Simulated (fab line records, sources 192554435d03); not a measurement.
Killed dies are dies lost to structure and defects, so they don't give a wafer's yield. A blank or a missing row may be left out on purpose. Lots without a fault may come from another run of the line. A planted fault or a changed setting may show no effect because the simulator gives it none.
Which tool did it? | flow n5_finfet | 9 lots, 27 wafers sampled, at 6 steps of a route of 1938

WHAT THE GAUGES READ, wafer by wafer
N5_BEOL_M4_RC_MEAS_101. Usual: DIBL_N 36.9 mV/V, standard deviation 1.6; DIBL_P 37.1 mV/V, standard deviation 2; IOFF_N 0.17 nA/um, standard deviation 0.032; IOFF_P 0.22 nA/um, standard deviation 0.036; ION_N 674 uA/um, standard deviation 12; ION_P 463 uA/um, standard deviation 7.8; SS_N 71.7 mV/dec, standard deviation 0.63; SS_P 73.5 mV/dec, standard deviation 0.62; VT_N 249 mV, standard deviation 3.3; VT_P -250 mV, standard deviation 3.5.
lot  | measured     | on        | DIBL_N (mV/V)  | DIBL_P (mV/V)  | IOFF_N (nA/um) | IOFF_P (nA/um) | ION_N (uA/um) | ION_P (uA/um) | SS_N (mV/dec)  | SS_P (mV/dec)  | VT_N (mV)   | VT_P (mV)      | flag
L957 | day 9 03:10  | prober-01 | 38.6 36.9 35.1 | 39.4 39.0 35.2 | 0.20 0.18 0.14 | 0.29 0.29 0.21 | 679 689 664   | 469 474 464   | 71.8 72.1 71.2 | 74.3 73.9 73.3 | 247 249 252 | -246 -246 -248 |
L961 | day 10 04:57 | prober-01 | 38.6 37.5 37.1 | 38.0 36.6 36.7 | 0.19 0.17 0.18 | 0.27 0.22 0.23 | 674 670 677   | 464 459 463   | 72.3 71.8 72.2 | 73.7 74.0 73.6 | 248 249 248 | -247 -250 -246 |
L967 | day 11 01:46 | prober-01 | 37.2 36.7 38.8 | 38.2 37.3 38.7 | 0.17 0.16 0.20 | 0.24 0.22 0.25 | 681 685 680   | 473 474 455   | 71.6 71.9 72.4 | 73.7 72.7 73.4 | 248 249 246 | -249 -252 -249 |
L969 | day 11 17:25 | prober-01 | 38.2 37.9 35.0 | 39.2 39.5 36.4 | 0.21 0.21 0.15 | 0.25 0.25 0.21 | 688 679 662   | 465 465 457   | 72.6 72.9 71.8 | 74.0 73.4 73.9 | 247 246 248 | -244 -249 -252 |
L968 | day 12 08:14 | prober-02 | 35.2 37.9 34.6 | 35.0 37.9 33.6 | 0.13 0.17 0.12 | 0.18 0.23 0.17 | 657 667 660   | 453 461 456   | 71.4 72.0 70.8 | 72.7 74.2 73.7 | 254 251 253 | -254 -250 -256 |
L971 | day 12 15:25 | prober-02 | 38.5 36.6 36.5 | 38.4 36.3 35.3 | 0.20 0.16 0.15 | 0.23 0.20 0.18 | 671 654 653   | 458 453 446   | 72.4 72.5 72.2 | 73.7 73.3 72.3 | 248 250 254 | -248 -252 -254 |
L972 | day 12 16:11 | prober-01 | 36.1 39.8 37.8 | 35.9 38.9 37.5 | 0.16 0.24 0.20 | 0.25 0.30 0.28 | 672 697 695   | 468 479 473   | 71.8 72.4 71.5 | 73.7 74.4 73.8 | 247 243 245 | -246 -243 -244 |
L975 | day 13 12:01 | prober-01 | 36.6 37.0 37.5 | 38.6 40.2 40.7 | 0.18 0.19 0.20 | 0.22 0.25 0.27 | 679 675 683   | 459 459 468   | 72.4 72.4 72.8 | 73.8 74.0 74.1 | 250 248 246 | -249 -252 -247 |
L977 | day 13 22:05 | prober-01 | 36.4 37.4 34.4 | 37.4 38.7 35.7 | 0.16 0.17 0.12 | 0.24 0.25 0.21 | 676 677 664   | 469 467 467   | 71.2 70.5 71.0 | 73.3 73.9 72.7 | 247 249 255 | -245 -247 -249 |

N5_PASSIVATION_OVL_MEAS_66. Usual: PASS_OPEN_OVL 1 nm, standard deviation 5.6.
lot  | measured     | on         | PASS_OPEN_OVL (nm) | flag
L957 | day 13 11:24 | overlay-01 | 8 8 0              |
L961 | day 14 08:31 | overlay-02 | -6 -2 1            |
L967 | day 15 10:39 | overlay-02 | 12 8 -1            |
L969 | day 15 17:53 | overlay-01 | -13 -10 -12        |
L968 | day 16 06:55 | overlay-01 | 8 -4 3             |
L971 | day 16 11:40 | overlay-02 | -10 -5 -6          |
L972 | day 16 07:20 | overlay-02 | -1 -3 4            |
L975 | day 17 19:56 | overlay-02 | 10 7 7             |
L977 | day 18 00:08 | overlay-01 | -2 0 1             |

WHICH TOOL RAN EACH LOT (tool, then ch and the chambers of the sampled wafers, then the start)
lot  | N5_PASSIVATION_DESCUM_12           | N5_PASSIVATION_AL_DEP_21     | N5_PASSIVATION_DESCUM_32           | N5_PASSIVATION_ETCH_59
L957 | rie_diel-02 ch 0,1, day 13 07:49   | pvd_sputter-01, day 13 08:47 | rie_diel-01 ch 1,2, day 13 09:29   | rie_metal-02 ch 0,1, day 13 09:58
L961 | rie_diel-04 ch 0,1, day 14 04:34   | pvd_sputter-01, day 14 05:49 | rie_diel-01 ch 0,3, day 14 06:50   | rie_metal-03 ch 0,1, day 14 07:19
L967 | rie_diel-06 ch 0,1,2, day 15 07:00 | pvd_sputter-02, day 15 07:53 | rie_diel-05 ch 0,2, day 15 08:35   | rie_metal-03 ch 0,1, day 15 09:14
L969 | rie_diel-04 ch 0,2,3, day 15 14:11 | pvd_sputter-01, day 15 15:23 | rie_diel-05 ch 1,3, day 15 16:05   | rie_metal-03 ch 0,1, day 15 16:34
L968 | rie_diel-02 ch 0,1,2, day 16 03:12 | pvd_sputter-01, day 16 04:28 | rie_diel-05 ch 1,2,3, day 16 05:09 | rie_metal-03 ch 0,1, day 16 05:38
L971 | rie_diel-04 ch 1,2,3, day 16 07:44 | pvd_sputter-01, day 16 08:53 | rie_diel-03 ch 0,1,2, day 16 09:46 | rie_metal-03 ch 0, day 16 10:16
L972 | rie_diel-06 ch 1,2, day 16 03:31   | pvd_sputter-02, day 16 04:54 | rie_diel-05 ch 0,2,3, day 16 05:33 | rie_metal-02 ch 0,1, day 16 06:02
L975 | rie_diel-04 ch 0,3, day 17 15:56   | pvd_sputter-02, day 17 17:20 | rie_diel-03 ch 0,3, day 17 17:59   | rie_metal-02 ch 0,1, day 17 18:29
L977 | rie_diel-02 ch 0,1,2, day 17 20:41 | pvd_sputter-03, day 17 21:28 | rie_diel-01 ch 1,3, day 17 22:10   | rie_metal-03 ch 0,1, day 17 22:39
- N5_PASSIVATION_DESCUM_12: chemistry O2, time 7.9 s.
- N5_PASSIVATION_AL_DEP_21: deposits Al, target thk 2800 nm, time 170 s.
- N5_PASSIVATION_DESCUM_32: chemistry O2, time 7.9 s.
- N5_PASSIVATION_ETCH_59: etches TaN in Cl2/BCl3, target depth 65 nm, time 34.9 s.

WHAT THE TOOLS THEMSELVES READ (means of the sampled wafers that have a number; where no wafer has one, the mark that the record gives instead)
N5_PASSIVATION_DESCUM_12. Usual: bias_power_w 19.99 W, standard deviation 0.059; drypump_motor_current_A 5.5 A, standard deviation 0.43; oes_product_au 0.85 a.u., standard deviation 0.077; rf_vpp_V 243.8 V, standard deviation 1.2; showerhead_plenum_p_Torr 2.15 Torr, standard deviation 0.067; throttle_valve_pct 20.38 %, standard deviation 0.22.
lot  | tool        | bias_power_w (W) | drypump_motor_current_A (A) | oes_product_au (a.u.) | rf_vpp_V (V) | showerhead_plenum_p_Torr (Torr) | throttle_valve_pct (%) | flag
L957 | rie_diel-02 | 20.01            | 5.9                         | 0.89                  | 245.6        | 2.22                            | 20.18                  |
L961 | rie_diel-04 | 19.98            | 5.5                         | 0.77                  | 244.0        | 2.10                            | 20.40                  |
L967 | rie_diel-06 | 19.97            | 5.1                         | 0.79                  | 243.1        | 2.07                            | 20.51                  |
L969 | rie_diel-04 | 19.98            | 5.5                         | 0.87                  | 243.3        | 2.13                            | 20.37                  |
L968 | rie_diel-02 | 20.02            | 5.8                         | 0.88                  | 244.5        | 2.20                            | 20.25                  |
L971 | rie_diel-04 | 20.05            | 5.5                         | 0.80                  | 244.0        | 2.12                            | 20.52                  |
L972 | rie_diel-06 | 20.00            | 5.4                         | 0.82                  | 243.1        | 2.10                            | 20.47                  |
L975 | rie_diel-04 | 19.92            | 5.7                         | 0.86                  | 243.5        | 2.12                            | 20.36                  |
L977 | rie_diel-02 | 20.02            | 5.8                         | 0.86                  | 244.6        | 2.19                            | 20.28                  |

N5_PASSIVATION_AL_DEP_21. Usual: throttle_valve_pct 29.8 %, standard deviation 1.1.
lot  | tool           | throttle_valve_pct (%) | flag
L957 | pvd_sputter-01 | 29.5                   |
L961 | pvd_sputter-01 | 29.1                   |
L967 | pvd_sputter-02 | 29.3                   |
L969 | pvd_sputter-01 | 29.4                   |
L968 | pvd_sputter-01 | 29.6                   |
L971 | pvd_sputter-01 | 30.2                   |
L972 | pvd_sputter-02 | 30.1                   |
L975 | pvd_sputter-02 | 30.2                   |
L977 | pvd_sputter-03 | 30.0                   |

N5_PASSIVATION_DESCUM_32. Usual: bias_power_w 20.01 W, standard deviation 0.06; drypump_motor_current_A 5.7 A, standard deviation 0.34; oes_product_au 0.82 a.u., standard deviation 0.092; rf_vpp_V 243.1 V, standard deviation 1.2; showerhead_plenum_p_Torr 2.09 Torr, standard deviation 0.064; throttle_valve_pct 20.39 %, standard deviation 0.22.
lot  | tool        | bias_power_w (W) | drypump_motor_current_A (A) | oes_product_au (a.u.) | rf_vpp_V (V) | showerhead_plenum_p_Torr (Torr) | throttle_valve_pct (%) | flag
L957 | rie_diel-01 | 20.00            | 5.8                         | 0.74                  | 242.3        | 2.06                            | 20.33                  |
L961 | rie_diel-01 | 19.98            | 5.7                         | 0.90                  | 242.9        | 2.05                            | 20.45                  |
L967 | rie_diel-05 | 19.95            | 5.3                         | 0.85                  | 244.0        | 2.14                            | 20.64                  |
L969 | rie_diel-05 | 19.97            | 5.9                         | 0.76                  | 244.1        | 2.17                            | 20.48                  |
L968 | rie_diel-05 | 20.03            | 5.8                         | 0.82                  | 243.9        | 2.17                            | 20.51                  |
L971 | rie_diel-03 | 20.05            | 5.5                         | 0.72                  | 243.2        | 2.10                            | 20.39                  |
L972 | rie_diel-05 | 20.10            | 5.7                         | 0.93                  | 244.8        | 2.16                            | 20.44                  |
L975 | rie_diel-03 | 20.06            | 5.8                         | 0.81                  | 242.3        | 2.02                            | 19.97                  |
L977 | rie_diel-01 | 19.99            | 5.7                         | 0.88                  | 242.6        | 2.06                            | 20.14                  |

N5_PASSIVATION_ETCH_59. Usual: drypump_motor_current_A 6.1 A, standard deviation 0.47; he_backside_leak_sccm 3.6 sccm, standard deviation 0.4; oes_product_au 0.76 a.u., standard deviation 0.088; throttle_valve_pct 21.03 %, standard deviation 0.13.
lot  | tool         | drypump_motor_current_A (A) | he_backside_leak_sccm (sccm) | oes_product_au (a.u.) | throttle_valve_pct (%) | flag
L957 | rie_metal-02 | 6.1                         | 3.8                          | 0.69                  | 21.09                  |
L961 | rie_metal-03 | 5.8                         | 3.5                          | 0.74                  | 21.03                  |
L967 | rie_metal-03 | 5.8                         | 3.6                          | 0.73                  | 21.03                  |
L969 | rie_metal-03 | 6.1                         | 3.5                          | 0.20                  | 22.24                  | OFF
L968 | rie_metal-03 | 6.1                         | 3.6                          | 0.21                  | 22.25                  | OFF
L971 | rie_metal-03 | 5.4                         | 3.5                          | 0.19                  | 22.44                  | OFF
L972 | rie_metal-02 | 6.1                         | 3.7                          | 0.68                  | 21.12                  |
L975 | rie_metal-02 | 6.3                         | 3.6                          | 0.82                  | 20.93                  |
L977 | rie_metal-03 | 5.8                         | 3.6                          | 0.71                  | 21.06                  |

THE ANSWER, worked out from the rows above alone
Rule: a lot is off if the mean of its wafers that have a number lies more than 3 standard deviations from the usual mean. A lot without any number at a reading at which 4 lots or more have one is off too. The other lots that the step has rows for count as sound. The gauges are gone through in route order, then the tools' own readings, and for those a lot's mean is taken as printed above. The first step at which some lot is off is used, and at that step the reading that is off furthest; a lot without a number counts as furthest.
Off: L969, L968, L971, at N5_PASSIVATION_ETCH_59 (throttle_valve_pct).
A tool fits if, at that step or a process step before it, it ran every lot that is off, and no sound lot after the first of them. One fits: pvd_sputter-01 at N5_PASSIVATION_AL_DEP_21. Its last sound lot is L961 (day 14 05:49), its first lot that is off L969 (day 15 15:23): a fault that began between those two fits.

WHAT THE SIMULATOR HAD PUT IN
Process parameter drift: pvd_sputter-01, from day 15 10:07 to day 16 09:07, at N5_PASSIVATION_AL_DEP_21. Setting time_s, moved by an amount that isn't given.
Lots struck among those shown: L969, L968, L971. The rule above found the same.
